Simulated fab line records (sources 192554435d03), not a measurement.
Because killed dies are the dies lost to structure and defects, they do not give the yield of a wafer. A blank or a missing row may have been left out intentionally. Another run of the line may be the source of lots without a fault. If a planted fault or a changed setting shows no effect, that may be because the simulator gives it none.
8D (eight disciplines) problem report, filled in by code | flow n5Finfet | the parts of the form that need people (team, actions taken, sign-off) are left out

== 1. WHAT IS WRONG ==
Mean of rawDefectCount at N5_BEOL_M7_INSPECT_13: 1682 across 2 wafers in 2 lots; on wafers with no fault it is 402 (standard deviation 87). That puts it +15 standard deviations away from the usual mean.
The step: inspects for defects (brightfield).
First observed at day 11 20:04: wafer L444.4, on defectInspect-01. The record has a number at this step for 30 wafers belonging to 10 lots. Rule for "out", or "out of limits": more than 4 standard deviations from the usual mean. All remaining wafers that have a number are taken as sound.

== 2. WHAT IT IS AND WHAT IT IS NOT ==
question                    | is                | is not
which readings at this step | rawDefectCount    | -
which lots                  | L444, L445        | L434, L435, L436, L439, L447, L452, L455, L456
which wafers of those lots  | L444.4, L445.2    | L444.2, L444.5, L445.1, L445.6
read on which gauges        | defectInspect-01  | defectInspect-02
when                        | from day 11 20:04 | up to then (14 sound wafers); but 14 sound wafers of L445, L447, L452, L455, L456 came after

== 3. THE SUSPECTS, EACH WITH WHAT RULES IT OUT ==
Counting: a tool at a process step up to the reading stays a suspect if it ran every lot that is out. Sound lots after the first of them don't rule it out here, since some wafers of a struck lot are sound.
- the gauge at N5_BEOL_M7_INSPECT_13 is ruled out. All the wafers that are out were read on defectInspect-01, but those of them that N5_PASSIVATION_PROBE_49 has rows for are out there too, on other tools.
- rtpAnneal-01 at N5_BEOL_M6_ANNEAL_51 (time 90 s): kept. It processed each lot that is out (first: L444, day 11 17:25); up to then, its last sound lot is L439 (day 10 09:38).
- pecvd-02 at N5_BEOL_M7_PECVD_70 (deposits SiO2 from TEOS/O2, target thk 20 nm, time 22.7 s): kept. It processed each lot that is out (first: L444, day 11 19:16); up to then, its last sound lot is L439 (day 10 11:21).
- Within pecvd-02 at N5_BEOL_M7_PECVD_70: the wafers that are out ran in chamber 2; their sound lot-mates ran in chambers 0, 1.
Remaining after the count are rtpAnneal-01 at N5_BEOL_M6_ANNEAL_51 and pecvd-02 at N5_BEOL_M7_PECVD_70.

== 4. THE CAUSE (what the simulator had put in) ==
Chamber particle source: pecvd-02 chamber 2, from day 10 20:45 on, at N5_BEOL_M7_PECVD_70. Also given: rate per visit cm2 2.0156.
After counting, 2 suspects remain, this tool included.

== 5. THE EFFECT CHAIN, in route order ==
Each row: a reading where the mean over the struck wafers with a number is more than 3 standard deviations away from the usual. Readings are gone through only where the record gives a usual standard deviation; hours: the median, over the lots, of the time from a lot's start at the first step in this table giving one to that lot's start at this step; sigmas: the change measured in usual standard deviations.
hours | step                    | reading             | usual  | on struck wafers | change | sigmas
0     | N5_BEOL_M7_INSPECT_13   | rawDefectCount      | 402    | 1682             | +1280  | +15
82    | N5_PASSIVATION_PROBE_49 | defectLimitedYield  | 91.0 % | 80.5             | -10.5  | -7.5
82    | N5_PASSIVATION_PROBE_49 | killed_at_M4_up     | 13     | 160              | +148   | +25
82    | N5_PASSIVATION_PROBE_49 | killedDies          | 107    | 230              | +122   | +7.2
82    | N5_PASSIVATION_PROBE_49 | sort_bin_5_function | 5.3 %  | 11.6             | +6.3   | +6.9
82    | N5_PASSIVATION_PROBE_49 | sortNPass           | 1073   | 950              | -122   | -7.2
82    | N5_PASSIVATION_PROBE_49 | sortYieldPct        | 90.9 % | 80.5             | -10.4  | -7.4
The process steps in it:
- N5_PASSIVATION_PROBE_49

== 6. HOW IT WOULD HAVE BEEN CAUGHT EARLIER ==
In this record the first reading out of limits at a measuring or inspecting step was taken at day 11 20:04, 23 hours after the fault began at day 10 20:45.
No tool reading at N5_BEOL_M7_PECVD_70 that has a usual standard deviation in the record was out on any struck wafer, so an alarm limit of 4 standard deviations on those readings would not have fired.
L445, from the lots that are out (2), started N5_BEOL_M7_PECVD_70 on pecvd-02 later than day 11 20:04. A hold on the tool at that time would have spared it.
